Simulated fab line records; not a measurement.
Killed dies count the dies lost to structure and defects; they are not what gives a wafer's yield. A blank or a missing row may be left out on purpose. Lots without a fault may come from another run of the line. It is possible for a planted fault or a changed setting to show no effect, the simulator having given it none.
One fault seen from 3 desks    flow n5_finfet    each desk holds nothing but its own numbers, with what lay behind them at the end

THE DEFECT DESK
What the inspections along the route counted, lot by lot: means of the sampled wafers that have a number. Any lot whose mean is over 4 standard deviations away from the usual mean is out of limits and marked OUT; that distance is given in the brackets.
Columns: A = raw_defect_count at N5_FIN_CUT_INSPECT_17, usual 267
lot   first seen here  A
L990  day 2 10:23      217
L100  day 4 23:18      399
L101  day 5 08:37      416
L105  day 6 05:38      282
L108  day 6 21:46      178
L109  day 7 03:20      221
L110  day 7 09:57      193
L112  day 8 02:23      372
This desk's finding: nothing out of limits on any of the 8 lots.

AT THE METROLOGY DESK
What the gauges read, lot by lot, whatever tool the lot ran on: means of the sampled wafers that have a number. Any lot whose mean is over 4 standard deviations away from the usual mean is out of limits and marked OUT; that distance is given in the brackets. Readings shown: 7 of its 10, picked as those furthest out on some lot.
Columns: A = DIBL_N at N5_BEOL_M4_RC_MEAS_101, usual 36.4 mV/V; B = IOFF_N at N5_BEOL_M4_RC_MEAS_101, usual 0.159 nA/um; C = IOFF_P at N5_BEOL_M4_RC_MEAS_101, usual 0.21 nA/um; D = ION_N at N5_BEOL_M4_RC_MEAS_101, usual 670 uA/um; E = SS_N at N5_BEOL_M4_RC_MEAS_101, usual 71.5 mV/dec; F = VT_N at N5_BEOL_M4_RC_MEAS_101, usual 250 mV; G = VT_P at N5_BEOL_M4_RC_MEAS_101, usual -250 mV
lot   first seen here  A     B      C     D    E     F    G
L990  day 8 17:43      35.3  0.141  0.19  662  71.3  252  -251
L100  day 11 20:03     35.7  0.136  0.19  659  70.9  253  -253
L101  day 12 08:26     36.3  0.140  0.20  663  71.3  252  -250
L105  day 13 00:02     33.8  0.131  0.18  664  70.4  251  -250
L108  day 13 05:46     37.5  0.173  0.23  672  71.8  247  -249
L109  day 13 16:05     38.9  0.194  0.23  686  71.6  246  -249
L110  day 13 23:15     37.0  0.152  0.17  666  71.8  253  -258
L112  day 14 23:20     34.2  0.137  0.23  663  71.2  251  -246
This desk's finding: nothing out of limits on any of the 8 lots.

AT THE TOOL OWNER'S DESK: rie_diel-04
The tool's own readings at N5_FIN_CUT_ETCH_20 (etches SiARC in CF4, target depth 26 nm, time 43.3 s): means of the sampled wafers that have a number, for each lot that ran on this tool. Any lot whose mean is over 4 standard deviations away from the usual mean is out of limits and marked OUT; that distance is given in the brackets.
Columns: A = chamber_pressure_mTorr at N5_FIN_CUT_ETCH_20, usual 40.01 mTorr; B = drypump_motor_current_A at N5_FIN_CUT_ETCH_20, usual 5.7 A; C = etch_rf_on_time_s at N5_FIN_CUT_ETCH_20, usual 43.4 s; D = oes_product_au at N5_FIN_CUT_ETCH_20, usual 0.68 a.u.; E = rf_vpp_V at N5_FIN_CUT_ETCH_20, usual 184.0 V; F = showerhead_plenum_p_Torr at N5_FIN_CUT_ETCH_20, usual 2.13 Torr; G = throttle_valve_pct at N5_FIN_CUT_ETCH_20, usual 15.72 %
lot   first seen here  A      B    C     D     E      F     G
L100  day 4 22:26      40.01  5.9  43.2  0.70  183.9  2.16  15.74
L109  day 7 02:23      39.98  5.8  43.6  0.68  185.0  2.15  15.77
L110  day 7 09:05      40.02  5.8  43.3  0.68  184.3  2.15  15.78
This desk's finding: nothing out of limits on any of the 3 lots.

PUT TOGETHER
No out-of-limits result turned up at the defect desk.
At the metrology desk, nothing out of limits was observed.
The desk of the tool owner found nothing out of limits.

WHAT WAS PUT IN BY THE SIMULATOR
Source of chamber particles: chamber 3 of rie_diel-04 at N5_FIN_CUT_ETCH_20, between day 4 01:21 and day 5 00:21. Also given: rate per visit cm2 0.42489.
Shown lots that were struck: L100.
